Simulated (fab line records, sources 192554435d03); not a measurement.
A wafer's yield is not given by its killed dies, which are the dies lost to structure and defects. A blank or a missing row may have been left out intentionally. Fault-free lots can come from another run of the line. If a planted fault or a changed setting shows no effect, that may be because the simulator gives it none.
Which tool was responsible? + flow n5_finfet + 23 lots, 69 wafers sampled, at 6 steps of a route of 1938

== WHAT THE GAUGES READ, wafer by wafer ==
The record lacks any reading of a measuring or inspecting step that a usual standard deviation could be used to judge.

== WHAT TOOL EACH LOT RAN ON (gives the tool, then ch and the chambers of the sampled wafers, and finally the start) ==
| lot  | N5_BEOL_M4_STRIP_66                | N5_BEOL_M4_ETCH_70                 | N5_BEOL_M4_TRENCH_ETCH_37                     | N5_BEOL_M4_SPUTTER_48        | N5_BEOL_M4_SPUTTER_92        | N5_BEOL_M4_SPUTTER_96        |
|------|------------------------------------|------------------------------------|-----------------------------------------------|------------------------------|------------------------------|------------------------------|
| L075 | rie_diel-04 ch 0,1,2, day 7 20:25  | rie_diel-03 ch 0,1,2, day 7 23:12  | rie_diel-03 ch 0,1,2, day 8 00:40 or earlier  | pvd_sputter-01, day 8 00:40  | pvd_sputter-01, day 8 01:59  | pvd_sputter-01, day 8 02:26  |
| L076 | rie_diel-04 ch 1,2,3, day 7 21:58  | rie_diel-04 ch 0,1,2, day 7 23:16  | rie_diel-04 ch 0,1,2, day 8 02:23 or earlier  | pvd_sputter-03, day 8 02:23  | pvd_sputter-03, day 8 03:43  | pvd_sputter-03, day 8 04:09  |
| L077 | rie_diel-01 ch 0,3, day 8 05:10    | rie_diel-04 ch 0,1,2, day 8 18:04  | rie_diel-04 ch 0,1,2, day 8 19:52 or earlier  | pvd_sputter-02, day 8 19:52  | pvd_sputter-02, day 8 21:11  | pvd_sputter-02, day 8 21:38  |
| L078 | rie_diel-03 ch 1,2,3, day 8 06:50  | rie_diel-01 ch 0,1,3, day 8 22:42  | rie_diel-01 ch 0,1,3, day 9 01:09 or earlier  | pvd_sputter-02, day 9 01:09  | pvd_sputter-02, day 9 02:28  | pvd_sputter-02, day 9 02:55  |
| L079 | rie_diel-01 ch 1,2,3, day 9 03:49  | rie_diel-04 ch 0,2, day 9 05:44    | rie_diel-04 ch 0,2, day 9 06:56 or earlier    | pvd_sputter-03, day 9 06:56  | pvd_sputter-03, day 9 08:15  | pvd_sputter-03, day 9 08:41  |
| L080 | rie_diel-01 ch 0,1,3, day 9 06:22  | rie_diel-03 ch 0,1,3, day 9 09:04  | rie_diel-03 ch 0,1,3, day 9 10:29 or earlier  | pvd_sputter-02, day 9 10:29  | pvd_sputter-02, day 9 11:49  | pvd_sputter-02, day 9 12:15  |
| L081 | rie_diel-04 ch 2,3, day 9 18:34    | rie_diel-01 ch 0,2,3, day 10 03:56 | rie_diel-01 ch 0,2,3, day 10 05:26 or earlier | pvd_sputter-01, day 10 05:26 | pvd_sputter-01, day 10 06:45 | pvd_sputter-01, day 10 07:11 |
| L082 | rie_diel-04 ch 1,2,3, day 9 23:07  | rie_diel-04 ch 1,2,3, day 10 04:02 | rie_diel-04 ch 1,2,3, day 10 05:35 or earlier | pvd_sputter-03, day 10 05:35 | pvd_sputter-03, day 10 06:54 | pvd_sputter-03, day 10 07:20 |
| L083 | rie_diel-04 ch 1,3, day 9 23:40    | rie_diel-04 ch 2,3, day 10 07:41   | rie_diel-04 ch 2,3, day 10 08:51 or earlier   | pvd_sputter-03, day 10 08:51 | pvd_sputter-03, day 10 10:10 | pvd_sputter-03, day 10 10:37 |
| L084 | rie_diel-03 ch 0,1,2, day 10 09:09 | rie_diel-01 ch 1,3, day 10 10:58   | rie_diel-01 ch 1,3, day 10 13:02 or earlier   | pvd_sputter-01, day 10 13:02 | pvd_sputter-01, day 10 14:21 | pvd_sputter-01, day 10 14:47 |
| L085 | rie_diel-01 ch 0,1, day 10 09:28   | rie_diel-01 ch 0,3, day 10 19:19   | rie_diel-01 ch 0,3, day 10 21:11 or earlier   | pvd_sputter-01, day 10 21:11 | pvd_sputter-01, day 10 22:30 | pvd_sputter-01, day 10 22:56 |
| L087 | rie_diel-01 ch 0,1, day 10 11:37   | rie_diel-04 ch 1,3, day 10 19:19   | rie_diel-04 ch 1,3, day 10 22:37 or earlier   | pvd_sputter-02, day 10 22:37 | pvd_sputter-02, day 10 23:56 | pvd_sputter-02, day 11 00:22 |
| L086 | rie_diel-03 ch 1,2, day 10 15:20   | rie_diel-01 ch 1,3, day 11 05:34   | rie_diel-01 ch 1,3, day 11 06:52 or earlier   | pvd_sputter-03, day 11 06:52 | pvd_sputter-03, day 11 08:11 | pvd_sputter-03, day 11 08:38 |
| L088 | rie_diel-03 ch 0,1,2, day 11 00:53 | rie_diel-04 ch 1,2,3, day 11 14:51 | rie_diel-04 ch 1,2,3, day 11 17:58 or earlier | pvd_sputter-01, day 11 17:58 | pvd_sputter-01, day 11 19:17 | pvd_sputter-01, day 11 19:43 |
| L089 | rie_diel-03 ch 0,1,3, day 11 20:49 | rie_diel-01 ch 0,2, day 11 22:08   | rie_diel-01 ch 0,2, day 12 00:58 or earlier   | pvd_sputter-01, day 12 00:58 | pvd_sputter-01, day 12 02:17 | pvd_sputter-01, day 12 02:43 |
| L090 | rie_diel-04 ch 0,3, day 12 07:21   | rie_diel-01 ch 0,2,3, day 12 14:44 | rie_diel-01 ch 0,2,3, day 12 16:24 or earlier | pvd_sputter-03, day 12 16:24 | pvd_sputter-03, day 12 17:43 | pvd_sputter-03, day 12 18:10 |
| L091 | rie_diel-01 ch 0,1,3, day 12 08:08 | rie_diel-03 ch 0,1,3, day 12 14:50 | rie_diel-03 ch 0,1,3, day 12 16:22 or earlier | pvd_sputter-01, day 12 16:22 | pvd_sputter-01, day 12 17:41 | pvd_sputter-01, day 12 18:07 |
| L093 | rie_diel-04 ch 0,1,3, day 12 10:58 | rie_diel-03 ch 0,1,2, day 12 15:13 | rie_diel-03 ch 0,1,2, day 12 18:12 or earlier | pvd_sputter-01, day 12 18:12 | pvd_sputter-01, day 12 19:31 | pvd_sputter-01, day 12 19:58 |
| L092 | rie_diel-04 ch 0,3, day 12 15:48   | rie_diel-01 ch 0,1,3, day 12 18:04 | rie_diel-01 ch 0,1,3, day 12 19:32 or earlier | pvd_sputter-02, day 12 19:32 | pvd_sputter-02, day 12 20:51 | pvd_sputter-02, day 12 21:17 |
| L095 | rie_diel-03 ch 1,2, day 13 02:11   | rie_diel-04 ch 1,2, day 13 12:13   | rie_diel-04 ch 1,2, day 13 14:00 or earlier   | pvd_sputter-01, day 13 14:00 | pvd_sputter-01, day 13 15:19 | pvd_sputter-01, day 13 15:46 |
| L094 | rie_diel-03 ch 1,2,3, day 13 04:41 | rie_diel-03 ch 0,1, day 13 13:38   | rie_diel-03 ch 0,1, day 13 15:11 or earlier   | pvd_sputter-02, day 13 15:11 | pvd_sputter-02, day 13 16:31 | pvd_sputter-02, day 13 16:57 |
| L097 | rie_diel-03 ch 1,2,3, day 13 05:05 | rie_diel-01 ch 0,1,3, day 13 13:42 | rie_diel-01 ch 0,1,3, day 13 15:50 or earlier | pvd_sputter-01, day 13 15:50 | pvd_sputter-01, day 13 17:10 | pvd_sputter-01, day 13 17:36 |
| L096 | rie_diel-04 ch 0,1,3, day 13 07:32 | rie_diel-04 ch 1,3, day 13 17:50   | rie_diel-04 ch 1,3, day 13 20:21 or earlier   | pvd_sputter-01, day 13 20:21 | pvd_sputter-01, day 13 21:40 | pvd_sputter-01, day 13 22:07 |
- N5_BEOL_M4_STRIP_66: strips in CF4.
- N5_BEOL_M4_ETCH_70: etches SOC in N2/H2, target depth 80 nm, overetch 24 nm, time 130 s.
- N5_BEOL_M4_TRENCH_ETCH_37: etches SiOC in C4F6/O2, target depth 55.555 nm, time 29.2 s.
- N5_BEOL_M4_SPUTTER_48: material Cu, target thk 4.5 nm, time 8.29 s.
- N5_BEOL_M4_SPUTTER_92: material Cu, target thk 4.5 nm, time 8.29 s.
- N5_BEOL_M4_SPUTTER_96: material Cu, target thk 4.5 nm, time 8.29 s.

== WHAT THE TOOLS THEMSELVES READ (means of the sampled wafers that have a number; where no wafer has one, the mark that the record gives instead) ==
N5_BEOL_M4_STRIP_66. Usual: bias_power_w 75.02 W, standard deviation 0.22; drypump_motor_current_A 5.6 A, standard deviation 0.48; oes_product_au 0.78 a.u., standard deviation 0.086; rf_vpp_V 270.9 V, standard deviation 1.7; showerhead_plenum_p_Torr 1.79 Torr, standard deviation 0.06; throttle_valve_pct 13.59 %, standard deviation 0.19.
| lot  | tool        | bias_power_w (W) | drypump_motor_current_A (A) | oes_product_au (a.u.) | rf_vpp_V (V) | showerhead_plenum_p_Torr (Torr) | throttle_valve_pct (%) | flag |
|------|-------------|------------------|-----------------------------|-----------------------|--------------|---------------------------------|------------------------|------|
| L075 | rie_diel-04 | 74.92            | 5.8                         | 0.73                  | 270.8        | 1.79                            | 13.63                  |      |
| L076 | rie_diel-04 | 75.25            | 5.8                         | 0.73                  | 270.4        | 1.78                            | 13.64                  |      |
| L077 | rie_diel-01 | 75.22            | 5.8                         | 0.78                  | 270.4        | 1.78                            | 13.59                  |      |
| L078 | rie_diel-03 | 75.06            | 5.8                         | 0.74                  | 270.7        | 1.77                            | 13.67                  |      |
| L079 | rie_diel-01 | 74.98            | 5.3                         | 0.81                  | 270.7        | 1.80                            | 13.66                  |      |
| L080 | rie_diel-01 | 75.11            | 5.6                         | 0.75                  | 270.2        | 1.75                            | 13.64                  |      |
| L081 | rie_diel-04 | 74.83            | 5.6                         | 0.85                  | 270.3        | 1.76                            | 13.43                  |      |
| L082 | rie_diel-04 | 75.25            | 5.8                         | 0.81                  | 270.6        | 1.78                            | 13.50                  |      |
| L083 | rie_diel-04 | 75.12            | 5.7                         | 0.87                  | 271.8        | 1.81                            | 13.38                  |      |
| L084 | rie_diel-03 | 75.08            | 5.9                         | 0.75                  | 270.8        | 1.81                            | 13.59                  |      |
| L085 | rie_diel-01 | 75.03            | 5.3                         | 0.73                  | 268.9        | 1.71                            | 13.69                  |      |
| L087 | rie_diel-01 | 75.24            | 5.5                         | 0.76                  | 268.5        | 1.72                            | 13.56                  |      |
| L086 | rie_diel-03 | 75.01            | 6.3                         | 0.71                  | 269.2        | 1.75                            | 13.64                  |      |
| L088 | rie_diel-03 | 74.91            | 5.8                         | 0.75                  | 271.0        | 1.81                            | 13.60                  |      |
| L089 | rie_diel-03 | 74.98            | 5.4                         | 0.76                  | 271.5        | 1.81                            | 13.66                  |      |
| L090 | rie_diel-04 | 74.95            | 5.4                         | 0.90                  | 271.2        | 1.83                            | 13.25                  |      |
| L091 | rie_diel-01 | 74.91            | 5.6                         | 0.83                  | 271.0        | 1.81                            | 13.53                  |      |
| L093 | rie_diel-04 | 75.03            | 5.7                         | 0.83                  | 271.7        | 1.81                            | 13.42                  |      |
| L092 | rie_diel-04 | 74.90            | 5.4                         | 0.90                  | 272.2        | 1.83                            | 13.27                  |      |
| L095 | rie_diel-03 | 74.97            | 6.2                         | 0.70                  | 270.3        | 1.75                            | 13.72                  |      |
| L094 | rie_diel-03 | 75.02            | 5.8                         | 0.71                  | 271.0        | 1.76                            | 13.76                  |      |
| L097 | rie_diel-03 | 74.66            | 5.8                         | 0.71                  | 270.7        | 1.76                            | 13.76                  |      |
| L096 | rie_diel-04 | 74.93            | 5.7                         | 0.82                  | 271.8        | 1.81                            | 13.43                  |      |

N5_BEOL_M4_ETCH_70. Usual: drypump_motor_current_A 5.6 A, standard deviation 0.46; oes_product_au 0.58 a.u., standard deviation 0.064; rf_vpp_V 523.9 V, standard deviation 2.7; showerhead_plenum_p_Torr 2.55 Torr, standard deviation 0.09; throttle_valve_pct 17.81 %, standard deviation 0.21.
| lot  | tool        | drypump_motor_current_A (A) | oes_product_au (a.u.) | rf_vpp_V (V) | showerhead_plenum_p_Torr (Torr) | throttle_valve_pct (%) | flag |
|------|-------------|-----------------------------|-----------------------|--------------|---------------------------------|------------------------|------|
| L075 | rie_diel-03 | 5.9                         | 0.58                  | 523.5        | 2.56                            | 17.71                  |      |
| L076 | rie_diel-04 | 5.8                         | 0.54                  | 523.8        | 2.54                            | 17.88                  |      |
| L077 | rie_diel-04 | 5.8                         | 0.54                  | 523.3        | 2.54                            | 17.90                  |      |
| L078 | rie_diel-01 | 5.6                         | 0.56                  | 521.6        | 2.48                            | 17.91                  |      |
| L079 | rie_diel-04 | 5.6                         | 0.56                  | 522.8        | 2.50                            | 17.84                  |      |
| L080 | rie_diel-03 | 5.4                         | 0.58                  | 524.1        | 2.56                            | 17.74                  |      |
| L081 | rie_diel-01 | 5.5                         | 0.61                  | 524.9        | 2.57                            | 17.75                  |      |
| L082 | rie_diel-04 | 5.8                         | 0.61                  | 523.4        | 2.53                            | 17.79                  |      |
| L083 | rie_diel-04 | 5.5                         | 0.67                  | 523.4        | 2.54                            | 17.58                  |      |
| L084 | rie_diel-01 | 5.4                         | 0.53                  | 521.4        | 2.46                            | 18.10                  |      |
| L085 | rie_diel-01 | 5.8                         | 0.57                  | 523.2        | 2.51                            | 17.89                  |      |
| L087 | rie_diel-04 | 5.9                         | 0.58                  | 524.4        | 2.56                            | 17.86                  |      |
| L086 | rie_diel-01 | 5.6                         | 0.54                  | 522.2        | 2.50                            | 18.09                  |      |
| L088 | rie_diel-04 | 5.8                         | 0.59                  | 523.3        | 2.52                            | 17.80                  |      |
| L089 | rie_diel-01 | 5.5                         | 0.61                  | 523.6        | 2.53                            | 17.65                  |      |
| L090 | rie_diel-01 | 5.5                         | 0.60                  | 524.8        | 2.56                            | 17.81                  |      |
| L091 | rie_diel-03 | 5.4                         | 0.56                  | 522.8        | 2.55                            | 17.79                  |      |
| L093 | rie_diel-03 | 5.9                         | 0.55                  | 524.6        | 2.54                            | 17.79                  |      |
| L092 | rie_diel-01 | 5.6                         | 0.61                  | 524.6        | 2.57                            | 17.82                  |      |
| L095 | rie_diel-04 | 6.0                         | 0.53                  | 522.5        | 2.50                            | 18.05                  |      |
| L094 | rie_diel-03 | 5.9                         | 0.55                  | 521.9        | 2.51                            | 17.79                  |      |
| L097 | rie_diel-01 | 5.6                         | 0.60                  | 523.7        | 2.57                            | 17.82                  |      |
| L096 | rie_diel-04 | 5.9                         | 0.55                  | 524.6        | 2.55                            | 17.91                  |      |

N5_BEOL_M4_TRENCH_ETCH_37. Usual: drypump_motor_current_A 5.6 A, standard deviation 0.46; oes_o_777_au 0.79 a.u., standard deviation 0.092; oes_product_au 0.79 a.u., standard deviation 0.095; rf_vpp_V 668 V, standard deviation 13; showerhead_plenum_p_Torr 2.85 Torr, standard deviation 0.099; throttle_valve_pct 20.84 %, standard deviation 0.16.
| lot  | tool        | drypump_motor_current_A (A) | oes_o_777_au (a.u.) | oes_product_au (a.u.) | rf_vpp_V (V) | showerhead_plenum_p_Torr (Torr) | throttle_valve_pct (%) | flag |
|------|-------------|-----------------------------|---------------------|-----------------------|--------------|---------------------------------|------------------------|------|
| L075 | rie_diel-03 | 5.9                         | 0.77                | 0.78                  | 679          | 2.87                            | 20.80                  |      |
| L076 | rie_diel-04 | 5.8                         | 0.74                | 0.74                  | 666          | 2.84                            | 20.89                  |      |
| L077 | rie_diel-04 | 5.8                         | 0.74                | 0.74                  | 666          | 2.84                            | 20.90                  |      |
| L078 | rie_diel-01 | 5.6                         | 0.77                | 0.76                  | 665          | 2.77                            | 20.89                  |      |
| L079 | rie_diel-04 | 5.6                         | 0.76                | 0.77                  | 671          | 2.81                            | 20.85                  |      |
| L080 | rie_diel-03 | 5.4                         | 0.80                | 0.79                  | 673          | 2.86                            | 20.80                  |      |
| L081 | rie_diel-01 | 5.5                         | 0.84                | 0.84                  | 666          | 2.86                            | 20.76                  |      |
| L082 | rie_diel-04 | 5.8                         | 0.82                | 0.83                  | 673          | 2.83                            | 20.83                  |      |
| L083 | rie_diel-04 | 5.5                         | 0.91                | 0.91                  | 673          | 2.86                            | 20.72                  |      |
| L084 | rie_diel-01 | 5.4                         | 0.72                | 0.72                  | 664          | 2.75                            | 21.07                  |      |
| L085 | rie_diel-01 | 5.8                         | 0.77                | 0.77                  | 673          | 2.81                            | 20.85                  |      |
| L087 | rie_diel-04 | 5.9                         | 0.79                | 0.79                  | 668          | 2.85                            | 20.88                  |      |
| L086 | rie_diel-01 | 5.6                         | 0.73                | 0.73                  | 673          | 2.79                            | 21.02                  |      |
| L088 | rie_diel-04 | 5.8                         | 0.81                | 0.80                  | 673          | 2.82                            | 20.84                  |      |
| L089 | rie_diel-01 | 5.5                         | 0.83                | 0.83                  | 660          | 2.82                            | 20.67                  |      |
| L090 | rie_diel-01 | 5.5                         | 0.80                | 0.80                  | 667          | 2.85                            | 20.80                  |      |
| L091 | rie_diel-03 | 5.4                         | 0.78                | 0.76                  | 671          | 2.85                            | 20.84                  |      |
| L093 | rie_diel-03 | 5.9                         | 0.74                | 0.75                  | 678          | 2.85                            | 20.85                  |      |
| L092 | rie_diel-01 | 5.6                         | 0.83                | 0.83                  | 668          | 2.87                            | 20.80                  |      |
| L095 | rie_diel-04 | 6.0                         | 0.72                | 0.71                  | 673          | 2.79                            | 20.97                  |      |
| L094 | rie_diel-03 | 5.9                         | 0.75                | 0.74                  | 677          | 2.80                            | 20.74                  |      |
| L097 | rie_diel-01 | 5.6                         | 0.82                | 0.81                  | 669          | 2.87                            | 20.81                  |      |
| L096 | rie_diel-04 | 5.9                         | 0.77                | 0.76                  | 668          | 2.84                            | 20.91                  |      |

N5_BEOL_M4_SPUTTER_48. Usual: chuck_sensor_temp_C -15.8 C, standard deviation 0.36; throttle_valve_pct 29.8 %, standard deviation 1.
| lot  | tool           | chuck_sensor_temp_C (C) | throttle_valve_pct (%) | flag |
|------|----------------|-------------------------|------------------------|------|
| L075 | pvd_sputter-01 | -16.0                   | 29.5                   |      |
| L076 | pvd_sputter-03 | -15.8                   | 29.3                   |      |
| L077 | pvd_sputter-02 | -15.5                   | 30.6                   |      |
| L078 | pvd_sputter-02 | -15.9                   | 29.5                   |      |
| L079 | pvd_sputter-03 | -15.8                   | 30.0                   |      |
| L080 | pvd_sputter-02 | -15.6                   | 30.3                   |      |
| L081 | pvd_sputter-01 | -15.8                   | 29.9                   |      |
| L082 | pvd_sputter-03 | -15.6                   | 29.4                   |      |
| L083 | pvd_sputter-03 | -16.0                   | 30.5                   |      |
| L084 | pvd_sputter-01 | -15.8                   | 29.3                   |      |
| L085 | pvd_sputter-01 | -16.0                   | 29.5                   |      |
| L087 | pvd_sputter-02 | -15.6                   | 30.6                   |      |
| L086 | pvd_sputter-03 | -16.1                   | 29.4                   |      |
| L088 | pvd_sputter-01 | -15.8                   | 30.0                   |      |
| L089 | pvd_sputter-01 | -16.0                   | 29.4                   |      |
| L090 | pvd_sputter-03 | -15.5                   | 29.4                   |      |
| L091 | pvd_sputter-01 | -16.0                   | 29.5                   |      |
| L093 | pvd_sputter-01 | -16.0                   | 29.5                   |      |
| L092 | pvd_sputter-02 | -15.9                   | 29.6                   |      |
| L095 | pvd_sputter-01 | -15.8                   | 29.9                   |      |
| L094 | pvd_sputter-02 | -15.8                   | 30.5                   |      |
| L097 | pvd_sputter-01 | -15.9                   | 29.7                   |      |
| L096 | pvd_sputter-01 | -15.8                   | 29.9                   |      |

N5_BEOL_M4_SPUTTER_92. Usual: chuck_sensor_temp_C -15.8 C, standard deviation 0.36; throttle_valve_pct 29.8 %, standard deviation 1.
| lot  | tool           | chuck_sensor_temp_C (C) | throttle_valve_pct (%) | flag |
|------|----------------|-------------------------|------------------------|------|
| L075 | pvd_sputter-01 | -16.0                   | 29.5                   |      |
| L076 | pvd_sputter-03 | -15.7                   | 29.3                   |      |
| L077 | pvd_sputter-02 | -15.3                   | 30.7                   |      |
| L078 | pvd_sputter-02 | -15.9                   | 29.5                   |      |
| L079 | pvd_sputter-03 | -15.9                   | 30.0                   |      |
| L080 | pvd_sputter-02 | -15.5                   | 30.6                   |      |
| L081 | pvd_sputter-01 | -15.8                   | 30.0                   |      |
| L082 | pvd_sputter-03 | -15.7                   | 29.3                   |      |
| L083 | pvd_sputter-03 | -16.0                   | 30.4                   |      |
| L084 | pvd_sputter-01 | -15.9                   | 29.4                   |      |
| L085 | pvd_sputter-01 | -15.9                   | 29.4                   |      |
| L087 | pvd_sputter-02 | -15.5                   | 30.6                   |      |
| L086 | pvd_sputter-03 | -16.0                   | 29.6                   |      |
| L088 | pvd_sputter-01 | -15.9                   | 29.9                   |      |
| L089 | pvd_sputter-01 | -15.9                   | 29.4                   |      |
| L090 | pvd_sputter-03 | -15.4                   | 29.7                   |      |
| L091 | pvd_sputter-01 | -15.8                   | 29.4                   |      |
| L093 | pvd_sputter-01 | -16.1                   | 29.4                   |      |
| L092 | pvd_sputter-02 | -15.9                   | 29.4                   |      |
| L095 | pvd_sputter-01 | -15.7                   | 29.9                   |      |
| L094 | pvd_sputter-02 | -15.8                   | 30.5                   |      |
| L097 | pvd_sputter-01 | -15.9                   | 29.8                   |      |
| L096 | pvd_sputter-01 | -15.8                   | 29.8                   |      |

N5_BEOL_M4_SPUTTER_96. Usual: chuck_sensor_temp_C -15.8 C, standard deviation 0.35; throttle_valve_pct 29.8 %, standard deviation 1.
| lot  | tool           | chuck_sensor_temp_C (C) | throttle_valve_pct (%) | flag |
|------|----------------|-------------------------|------------------------|------|
| L075 | pvd_sputter-01 | -16.0                   | 29.4                   |      |
| L076 | pvd_sputter-03 | -15.7                   | 29.3                   |      |
| L077 | pvd_sputter-02 | -15.4                   | 30.5                   |      |
| L078 | pvd_sputter-02 | -15.9                   | 29.7                   |      |
| L079 | pvd_sputter-03 | -15.9                   | 30.1                   |      |
| L080 | pvd_sputter-02 | -15.6                   | 30.6                   |      |
| L081 | pvd_sputter-01 | -15.9                   | 29.9                   |      |
| L082 | pvd_sputter-03 | -15.7                   | 29.4                   |      |
| L083 | pvd_sputter-03 | -16.0                   | 30.7                   |      |
| L084 | pvd_sputter-01 | -15.8                   | 29.3                   |      |
| L085 | pvd_sputter-01 | -15.9                   | 29.5                   |      |
| L087 | pvd_sputter-02 | -15.7                   | 30.7                   |      |
| L086 | pvd_sputter-03 | -16.1                   | 29.4                   |      |
| L088 | pvd_sputter-01 | -15.8                   | 30.0                   |      |
| L089 | pvd_sputter-01 | -15.8                   | 29.3                   |      |
| L090 | pvd_sputter-03 | -15.5                   | 29.7                   |      |
| L091 | pvd_sputter-01 | -15.9                   | 29.5                   |      |
| L093 | pvd_sputter-01 | -16.0                   | 29.3                   |      |
| L092 | pvd_sputter-02 | -15.9                   | 29.5                   |      |
| L095 | pvd_sputter-01 | -15.7                   | 29.8                   |      |
| L094 | pvd_sputter-02 | -15.7                   | 30.6                   |      |
| L097 | pvd_sputter-01 | -15.9                   | 29.8                   |      |
| L096 | pvd_sputter-01 | -15.8                   | 29.8                   |      |

== THE ANSWER, worked out from the rows above alone ==
Rule: a lot is off if the mean of its wafers that have a number lies more than 3 standard deviations from the usual mean. A lot without any number at a reading at which 4 lots or more have one is off too. The other lots that the step has rows for count as sound. First the gauges in route order, then the tools' own readings, where a lot's mean is used as printed above. At the first step where some lot is off, the reading lying furthest off is the one used; lots without a number count as furthest.
Nothing can be told from this: no lot is off at any reading shown.

== WHAT THE SIMULATOR HAD PUT IN ==
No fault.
